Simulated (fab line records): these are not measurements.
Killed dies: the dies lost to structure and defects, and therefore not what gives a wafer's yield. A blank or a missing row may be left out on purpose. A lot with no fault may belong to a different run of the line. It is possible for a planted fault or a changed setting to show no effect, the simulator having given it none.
What tool caused it? :: flow nand-harc :: Sampling: 12 lots, 36 wafers, 2 of 1302 route steps

## WHAT THE GAUGES SHOWED, per wafer
NHARC_A_CONTACT_INSPECT_44.
lot: L075
measured: day 22 00:51
on: defect-inspect-01
raw-defect-count: 115 110 109

lot: L077
measured: day 22 17:31
on: defect-inspect-01
raw-defect-count: 55 55 51

lot: L079
measured: day 24 04:13
on: defect-inspect-02
raw-defect-count: 22 36 22

lot: L080
measured: day 24 15:22
on: defect-inspect-01
raw-defect-count: 24 19 23

lot: L086
measured: day 25 10:41
on: defect-inspect-01
raw-defect-count: 109 119 113

lot: L084
measured: day 25 17:26
on: defect-inspect-02
raw-defect-count: 133 136 118

lot: L087
measured: day 26 11:20
on: defect-inspect-01
raw-defect-count: 65 65 73

lot: L089
measured: day 27 20:27
on: defect-inspect-01
raw-defect-count: 114 147 147

lot: L092
measured: day 29 11:06
on: defect-inspect-01
raw-defect-count: 98 112 94

lot: L093
measured: day 29 19:21
on: defect-inspect-02
raw-defect-count: 27 29 37

lot: L095
measured: day 30 01:49
on: defect-inspect-01
raw-defect-count: 113 111 108

lot: L096
measured: day 30 21:22
on: defect-inspect-01
raw-defect-count: 85 70 80

## EACH LOT AND THE TOOL THAT RAN IT (in order: tool; ch and the chambers of the sampled wafers; start)
lot: L075
NHARC_A_CONTACT_DEP_29: pecvd-02 ch 0,1, day 22 00:02

lot: L077
NHARC_A_CONTACT_DEP_29: pecvd-03 ch 1,2, day 22 16:48

lot: L079
NHARC_A_CONTACT_DEP_29: pecvd-02 ch 0,1,2, day 24 03:24

lot: L080
NHARC_A_CONTACT_DEP_29: pecvd-02 ch 0,2, day 24 14:31

lot: L086
NHARC_A_CONTACT_DEP_29: pecvd-02 ch 0,1, day 25 09:52

lot: L084
NHARC_A_CONTACT_DEP_29: pecvd-01 ch 1,2, day 25 16:43

lot: L087
NHARC_A_CONTACT_DEP_29: pecvd-02 ch 0,1,2, day 26 10:43

lot: L089
NHARC_A_CONTACT_DEP_29: pecvd-01 ch 0,1,2, day 27 19:36

lot: L092
NHARC_A_CONTACT_DEP_29: pecvd-03 ch 0,1, day 29 10:16

lot: L093
NHARC_A_CONTACT_DEP_29: pecvd-01 ch 0,2, day 29 18:32

lot: L095
NHARC_A_CONTACT_DEP_29: pecvd-02 ch 0,1,2, day 30 00:58

lot: L096
NHARC_A_CONTACT_DEP_29: pecvd-02 ch 0,2, day 30 20:38
- NHARC_A_CONTACT_DEP_29: deposits SiON, target thk 100 nm.

## THE ANSWER, worked out from the rows above alone
Rule: what is usual is taken from the lots themselves. Put in order of their means at a reading, lots are off if they are a third of the lots or fewer, leave a main group of 4 or more, and stand apart from it by a gap of 3 or more times the standard deviation of the main group's means; of several such gaps the widest counts. A main group is skipped when, at the precision printed for the reading in the tables above, its means are all equal. Also off: a lot with no number at a reading for which 4 or more lots have one. The other lots that the step has rows for count as sound.
Nothing can be told from this: no lot is off at any reading shown.

## WHAT THE SIMULATOR PUT IN
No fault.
